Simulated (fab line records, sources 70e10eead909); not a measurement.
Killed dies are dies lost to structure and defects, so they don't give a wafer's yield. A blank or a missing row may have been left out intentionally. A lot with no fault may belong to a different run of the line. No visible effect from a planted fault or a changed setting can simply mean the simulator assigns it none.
Which of the tools did it? ; flow nand_harc ; Sampling: 13 lots, 38 wafers, 5 of 1302 route steps

== WHAT THE GAUGES SHOWED, per wafer ==
NHARC_A_SLIT_CD_MEAS_21.
lot;measured;on;cd_nm (nm)
L178;day 19 22:29;cd_sem-02;291.3 289.7 289.6
L179;day 20 09:31;cd_sem-03;288.7 287.9 289.6
L182;day 21 11:59;cd_sem-01;289.9 290.6 290.5
L184;day 23 10:14;cd_sem-01;288.4 289.2 290.2
L186;day 23 18:28;cd_sem-01;288.2 287.8 288.4
L187;day 23 18:34;cd_sem-03;290.2 289.2 289.7
L189;day 24 08:37;cd_sem-01;288.1 288.8
L195;day 27 00:47;cd_sem-02;289.1 289.7 289.8
L196;day 27 04:37;cd_sem-02;288.6 287.8 287.1
L197;day 27 16:18;cd_sem-03;290.5 290.5 289.4
L199;day 28 08:26;cd_sem-02;290.4 289.5 289.7
L200;day 29 03:43;cd_sem-01;289.7 290.0 288.8
L201;day 29 05:01;cd_sem-03;289.9 290.7 289.6

NHARC_A_SIN_REMOVE_INSPECT_04.
lot;measured;on;raw_defect_count
L178;day 20 05:07;defect_inspect-01;271 479 222
L179;day 20 16:06;defect_inspect-02;398 400 557
L182;day 21 18:35;defect_inspect-02;389 358 386
L184;day 23 16:52;defect_inspect-01;326 337 357
L186;day 24 01:08;defect_inspect-02;491 376 395
L187;day 24 01:08;defect_inspect-01;324 387 403
L189;day 24 15:14;defect_inspect-02;440 382
L195;day 27 07:20;defect_inspect-01;376 238 288
L196;day 27 11:08;defect_inspect-01;326 409 515
L197;day 27 22:53;defect_inspect-01;240 226 301
L199;day 28 14:41;defect_inspect-01;309 396 313
L200;day 29 10:21;defect_inspect-01;303 332 340
L201;day 29 10:22;defect_inspect-02;477 297 301

NHARC_END_SORT_01.
lot;measured;on;killed_at_array;killed_at_other;killed_at_periphery;killed_dies;killed_open;killed_short
L182;day 25 16:46;prober-01;81 83 85;2 1 2;4 4 3;87 88 90;2 8 2;2 2 3
L196;day 31 09:13;prober-02;47 55 47;0 0 0;4 6 4;51 61 51;2 2 2;1 3 4

== WHAT TOOL EACH LOT RAN ON (gives the tool, then ch and the chambers of the sampled wafers, and finally the start) ==
lot;NHARC_A_SLIT_ETCH_24;NHARC_A_WL_FILL_ALD_00
L178;rie_diel-09 ch 0,3, day 19 14:54;ald_hk-01 ch 0,2,3, day 20 05:13
L179;rie_diel-12 ch 0,3, day 20 03:22;ald_hk-01 ch 0,1, day 20 16:10
L182;rie_diel-12 ch 0,3, day 21 05:41;ald_hk-01 ch 0,2,3, day 21 18:46
L184;rie_diel-12 ch 1,2,3, day 23 04:03;ald_hk-01 ch 0,2,3, day 23 18:20
L186;rie_diel-09 ch 1,2, day 23 12:13;ald_hk-03 ch 0,1,2, day 24 01:11
L187;rie_diel-12 ch 0,1, day 23 12:22;ald_hk-01 ch 0,3, day 24 01:12
L189;rie_diel-12 ch 0,1, day 24 01:52;ald_hk-01 ch 1,3, day 24 15:20
L195;rie_diel-04 ch 0,2,3, day 26 18:31;ald_hk-02 ch 0,1,2, day 27 07:30
L196;rie_diel-09 ch 0,2,3, day 26 21:19;ald_hk-01 ch 1,2, day 27 11:13
L197;rie_diel-04 ch 0,2, day 27 09:58;ald_hk-01 ch 0,2,3, day 27 22:58
L199;rie_diel-09 ch 1,2,3, day 28 01:49;ald_hk-03 ch 0,2, day 28 14:44
L200;rie_diel-09 ch 1,3, day 28 21:17;ald_hk-03 ch 0,1,2, day 29 10:28
L201;rie_diel-04 ch 1,2,3, day 28 22:49;ald_hk-01 ch 1,2,3, day 29 10:27
- NHARC_A_SLIT_ETCH_24: etches the open film in CF4/CHF3, target depth 121 nm, time 60.5 s.
- NHARC_A_WL_FILL_ALD_00: deposits Al2O3, target thk 3 nm, pulse time 3 s, ald cycles 30.

== WHAT THE TOOLS THEMSELVES READ (means of the sampled wafers that have a number; where no wafer has one, the mark that the record gives instead) ==
NHARC_A_SLIT_ETCH_24.
lot;tool;drypump_motor_current_A (A);oes_product_au (a.u.);rf_vpp_V (V);showerhead_plenum_p_Torr (Torr);throttle_valve_pct (%)
L178;rie_diel-09;5.0;0.975;368.9;1.50;16.793
L179;rie_diel-12;6.1;0.976;369.9;1.53;16.804
L182;rie_diel-12;6.4;0.988;370.1;1.57;16.798
L184;rie_diel-12;5.7;0.930;368.0;1.49;16.804
L186;rie_diel-09;5.7;0.979;370.4;1.58;16.809
L187;rie_diel-12;5.3;0.972;367.7;1.52;16.801
L189;rie_diel-12;5.7;0.920;369.7;1.54;16.812
L195;rie_diel-04;6.1;0.958;370.5;1.58;16.798
L196;rie_diel-09;5.5;0.965;369.3;1.54;16.805
L197;rie_diel-04;5.8;0.977;371.3;1.61;16.811
L199;rie_diel-09;5.6;1.013;371.0;1.57;16.807
L200;rie_diel-09;5.3;0.975;369.6;1.56;16.793
L201;rie_diel-04;6.0;0.946;368.6;1.55;16.794

NHARC_A_WL_FILL_ALD_00.
lot;tool;heater_power_w (W);precursor_pulse_height_rel
L178;ald_hk-01;499;1.001
L179;ald_hk-01;458;0.997
L182;ald_hk-01;492;1.012
L184;ald_hk-01;491;0.991
L186;ald_hk-03;494;1.001
L187;ald_hk-01;463;0.978
L189;ald_hk-01;462;0.974
L195;ald_hk-02;446;1.015
L196;ald_hk-01;473;1.005
L197;ald_hk-01;492;0.989
L199;ald_hk-03;542;1.008
L200;ald_hk-03;512;0.996
L201;ald_hk-01;484;1.004

== THE ANSWER, worked out from the rows above alone ==
Rule: the lots themselves supply what counts as usual. Put in order of their means at a reading, lots are off if they are a third of the lots or fewer, leave a main group of 4 or more, and stand apart from it by a gap of 3 or more times the standard deviation of the main group's means; of several such gaps the widest counts. A main group is skipped when, at the precision printed for the reading in the tables above, its means are all equal. A lot without any number at a reading at which 4 lots or more have one is off too. Where the step has rows for the other lots, those lots are counted as sound. First the gauges in route order, then the tools' own readings, where a lot's mean is used as printed above. At the first step where some lot is off, the reading lying furthest off is the one used; lots without a number count as furthest.
No lot is off on any of the readings shown, so nothing can be concluded from this.

== WHAT HAD BEEN PUT IN BY THE SIMULATOR ==
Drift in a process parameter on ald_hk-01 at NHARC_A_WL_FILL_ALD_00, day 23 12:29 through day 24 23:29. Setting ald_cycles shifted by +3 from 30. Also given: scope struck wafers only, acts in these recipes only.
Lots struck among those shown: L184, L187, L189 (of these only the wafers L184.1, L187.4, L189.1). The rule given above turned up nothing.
